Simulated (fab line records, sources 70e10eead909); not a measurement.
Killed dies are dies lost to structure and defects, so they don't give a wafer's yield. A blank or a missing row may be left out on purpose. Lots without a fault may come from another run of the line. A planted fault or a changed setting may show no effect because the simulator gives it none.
Chamber matching | flow nand_harc | NHARC_A_STAIRCASE_TRIM_12 on rie_diel-02: 4 sister chambers
The step chemistry O2, time 211.2 s. 27 wafers are shown with their chamber, then 12 later ones without.

WAFERS WITH THEIR CHAMBER
wafer  | chamber | drypump_motor_current_A (A) | showerhead_plenum_p_Torr (Torr) | oes_product_au (a.u.)
L074.1 | 1       | 5.9                         | 3.54                            | 1.008
L074.3 | 2       | 5.4                         | 3.70                            | 1.017
L074.4 | 0       | 6.4                         | 3.33                            | 1.000
L075.1 | 1       | 5.9                         | 3.54                            | 1.009
L075.2 | 2       | 5.4                         | 3.69                            | 1.024
L075.6 | 3       | 5.9                         | 3.61                            | 1.020
L075.3 | 0       | 6.4                         | 3.32                            | 1.003
L075.4 | 3       | 5.9                         | 3.61                            | 1.010
L075.5 | 2       | 5.4                         | 3.69                            | 1.018
L076.1 | 2       | 5.4                         | 3.69                            | 1.011
L076.2 | 1       | 6.0                         | 3.54                            | 1.008
L076.6 | 3       | 5.9                         | 3.61                            | 1.009
L076.3 | 3       | 5.9                         | 3.61                            | 1.020
L076.4 | 0       | 6.4                         | 3.32                            | 1.009
L076.5 | 2       | 5.4                         | 3.69                            | 1.016
L077.1 | 1       | 5.9                         | 3.53                            | 1.004
L077.2 | 0       | 6.4                         | 3.32                            | 1.007
L077.4 | 3       | 5.9                         | 3.61                            | 1.013
L077.3 | 2       | 5.4                         | 3.69                            | 1.011
L077.5 | 0       | 6.4                         | 3.32                            | 1.009
L077.6 | 1       | 6.0                         | 3.53                            | 1.009
L086.1 | 0       | 6.4                         | 3.31                            | 0.998
L086.3 | 1       | 5.9                         | 3.52                            | 0.985
L086.5 | 3       | 5.9                         | 3.60                            | 1.002
L087.2 | 3       | 5.9                         | 3.60                            | 0.997
L087.3 | 1       | 6.0                         | 3.52                            | 1.002
L087.5 | 2       | 5.4                         | 3.68                            | 1.019

SIGNATURES (means of the wafers above)
reading                  | chamber 0 | chamber 1 | chamber 2 | chamber 3 | scatter within a chamber
drypump_motor_current_A  | 6.400     | 5.943     | 5.400     | 5.900     | 0.0273
showerhead_plenum_p_Torr | 3.3200    | 3.5314    | 3.6900    | 3.6071    | 0.00669
oes_product_au           | 1.00433   | 1.00357   | 1.01657   | 1.01014   | 0.007
Rule: a wafer's distance from a chamber is the root of the sum, over the readings, of the square of ((its reading less the chamber's mean) divided by the reading's scatter). The wafer belongs to the nearest chamber; if the next one is less than 2 further off, it can't be placed. The scatter: the root of (the sum of the squares of (reading less its chamber's mean) over the shown wafers, divided by (wafers less chambers)).

WAFERS WITHOUT THEIR CHAMBER
wafer  | drypump_motor_current_A (A) | showerhead_plenum_p_Torr (Torr) | oes_product_au (a.u.)
L085.3 | 6.0                         | 3.52                            | 1.000
L085.4 | 5.4                         | 3.68                            | 1.003
L085.5 | 6.4                         | 3.31                            | 0.999
L093.1 | 5.4                         | 3.67                            | 1.019
L093.3 | 5.9                         | 3.52                            | 0.997
L093.5 | 6.0                         | 3.52                            | 1.002
L094.2 | 5.9                         | 3.59                            | 1.009
L094.4 | 5.4                         | 3.67                            | 1.013
L094.6 | 6.4                         | 3.30                            | 0.993
L095.1 | 6.0                         | 3.51                            | 0.992
L095.4 | 6.4                         | 3.30                            | 0.995
L095.6 | 5.4                         | 3.67                            | 1.003

WHICH CHAMBER EACH WENT THROUGH
wafer  | from the rows above | in truth
L085.3 | 1                   | 1
L085.4 | 2                   | 2
L085.5 | 0                   | 0
L093.1 | 2                   | 2
L093.3 | 1                   | 1
L093.5 | 1                   | 1
L094.2 | 3                   | 3
L094.4 | 2                   | 2
L094.6 | 0                   | 0
L095.1 | 1                   | 1
L095.4 | 0                   | 0
L095.6 | 2                   | 2
Placed correctly: 12 of 12. Can't be placed from these rows: 0. Placed wrongly: 0.
